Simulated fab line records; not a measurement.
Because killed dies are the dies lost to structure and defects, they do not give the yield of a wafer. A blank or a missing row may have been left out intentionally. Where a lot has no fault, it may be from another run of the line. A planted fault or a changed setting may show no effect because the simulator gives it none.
A lot that was struck, set against a sound lot + flow n5-finfet + 37 out of 1938 route steps
Sound: the wafers L653.3, L653.5, L653.6. Wafers struck: L651.1, L651.4. At the end, the cause is stated.
Each step with rows lists, per side, the tool, then ch with its chambers, then its first start. Under that, the readings that differ: sound wafers + struck wafers + difference of the means + sigmas: that difference in standard deviations of wafers without a fault.
alike: readings with means less than 2 such deviations apart, plus words and numbers identical on both sides. not compared: withheld readings, readings lacking a value on some wafer, bounds such as >300 that could conceal the same value, and numbers that have no deviation in the record and whose values overlap.
The two part at a step that has a row with sigmas, a row that says differs or no value, or rows on one side only. When numbers do not overlap yet have no deviation, they are printed without sigmas and do not part them. A reading missing from all wafers of one side parts the sides only when that side holds two or more wafers.

first, 8 steps without rows for these wafers: N5_BEOL_M2_ECD_50 (material Cu, target thk 300 nm); N5_BEOL_M2_ANNEAL_51 (time 90 s); N5_BEOL_M2_CMP_52 (polishes, stops on SiOC, t overpolish 6.8 s, target thk 40 nm); N5_BEOL_M2_PRE_CLEAN_60 (time 15 s); N5_BEOL_M2_CO_CAP_55 (material Co, precursor CCTBA/H2, target thk 2 nm, time 102.1 s); N5_BEOL_M2_PRE_CLEAN_56 (time 15 s); N5_BEOL_M2_DEP_57 (deposits SiCN from 3MS/NH3, target thk 8 nm, time 14 s); N5_BEOL_M3_ILD_DEP_00 (deposits SiOC from DEMS/O2, target thk 79 nm, time 15.3 s).
N5_BEOL_M3_PECVD_72: deposits SiO2 from TEOS/O2, target thk 16 nm, time 18 s.
  sound on pecvd-03 ch 0,1,2, day 12 04:11; struck on pecvd-01 ch 1, day 12 02:26
| reading                                    | sound      | struck    | difference | sigmas |
|--------------------------------------------|------------|-----------|------------|--------|
| model.SiO2_of_BEOL_M3_PECVD_72.thk-nm (nm) | 16 16 16.2 | 11.6 11.8 | -4.4       |        |
  alike: heater-power-w, showerhead-plenum-p-Torr, throttle-valve-pct
  not compared: since-wet-clean-h
then, 25 steps without rows for these wafers: N5_BEOL_M3_HM_DEP_02 (deposits TiN, target thk 20 nm); N5_BEOL_M3_COAT_61 (time 60 s, resist thk 60 nm); N5_BEOL_M3_COAT_62 (time 60 s, resist thk 12 nm); N5_BEOL_M3_COAT_73 (time 60 s, resist thk 5 nm); N5_BEOL_M3_COAT_05 (resist thk 30 nm); N5_BEOL_M3_EBR_07; N5_BEOL_M3_SOFTBAKE_06 (time 60 s); N5_BEOL_M3_EXPOSE_08 (exposes mask M3); N5_BEOL_M3_PEB_09 (peb time 60 s); N5_BEOL_M3_DEVELOP_10 (develop time 30 s); N5_BEOL_M3_DESCUM_16 (chemistry O2, time 7 s); N5_BEOL_M3_ETCH_74 (etches underlayer in N2/H2, target depth 6.5 nm, time 5.2 s); N5_BEOL_M3_ETCH_63 (etches SiARC in CF4, target depth 15.6 nm, time 26 s); N5_BEOL_M3_ETCH_64 (etches SOC in N2/H2, target depth 75 nm, overetch 15 nm, time 112.5 s); N5_BEOL_M3_STRIP_65 (strips in N2/H2); N5_BEOL_M3_STRIP_75 (strips in N2/H2); N5_BEOL_M3_STRIP_66 (strips in CF4); N5_BEOL_M3_HM_OPEN_17 (chemistry Cl2/BCl3, target TiN, target depth 20 nm, overetch 6 nm); N5_BEOL_M3_STRIP_19 (strips in O2); N5_BEOL_M3_COAT_67 (time 60 s, resist thk 60 nm); N5_BEOL_M3_COAT_68 (time 60 s, resist thk 12 nm); N5_BEOL_M3_COAT_76 (time 60 s, resist thk 5 nm); N5_BEOL_M3_COAT_22 (resist thk 30 nm); N5_BEOL_M3_EBR_24; N5_BEOL_M3_SOFTBAKE_23 (time 60 s).
N5_BEOL_M3_HM_STRIP_39: strips TiN in peroxide tin strip, target depth 25 nm, time 158 s.
  sound on wet-bench-02 ch 1,2,6, day 12 18:56; struck on wet-bench-05 ch 0,3, day 12 13:01
| reading                                    | sound        | struck    | difference | sigmas |
|--------------------------------------------|--------------|-----------|------------|--------|
| model.SiO2_of_BEOL_M3_PECVD_72.thk-nm (nm) | 15.8 16 16.2 | 11.4 11.6 | -4.5       |        |
N5_BEOL_M3_CMP_52: polishes, stops on SiOC, t overpolish 6.8 s, target thk 40 nm.
  sound on cmp-02 ch 0,1,2, day 12 23:47; struck on cmp-02 ch 0,2, day 12 18:32
| reading                      | sound          | struck    | difference | sigmas |
|------------------------------|----------------|-----------|------------|--------|
| barrier-field-endpoint-s (s) | 25.0 24.2 25.1 | 19.2 19.2 | -5.6       | -9     |
  alike: clearing-platen-rpm, motor-current-A
N5_BEOL_M4_RC_MEAS_101:
  sound on prober-02 ch 0, day 13 11:56; struck on prober-01 ch 0, day 13 03:34
| reading        | sound             | struck      | difference | sigmas |
|----------------|-------------------|-------------|------------|--------|
| DIBL_N (mV/V)  | 32.4 33.2 33.7    | 36.3 36.1   | +3.1       | +2     |
| IOFF_P (nA/um) | 0.152 0.157 0.160 | 0.243 0.228 | +0.079     | +3     |
| ION_P (uA/um)  | 444 458 445       | 463 462     | +14        | +2     |
  alike: DIBL_P, IOFF_N, ION_N, SS_N, SS_P, VT_N, VT_P

WHERE THEY PART
Last at N5_BEOL_M4_RC_MEAS_101 as far as this record goes, first at N5_BEOL_M3_CMP_52.

WHY: whatever the simulator had introduced
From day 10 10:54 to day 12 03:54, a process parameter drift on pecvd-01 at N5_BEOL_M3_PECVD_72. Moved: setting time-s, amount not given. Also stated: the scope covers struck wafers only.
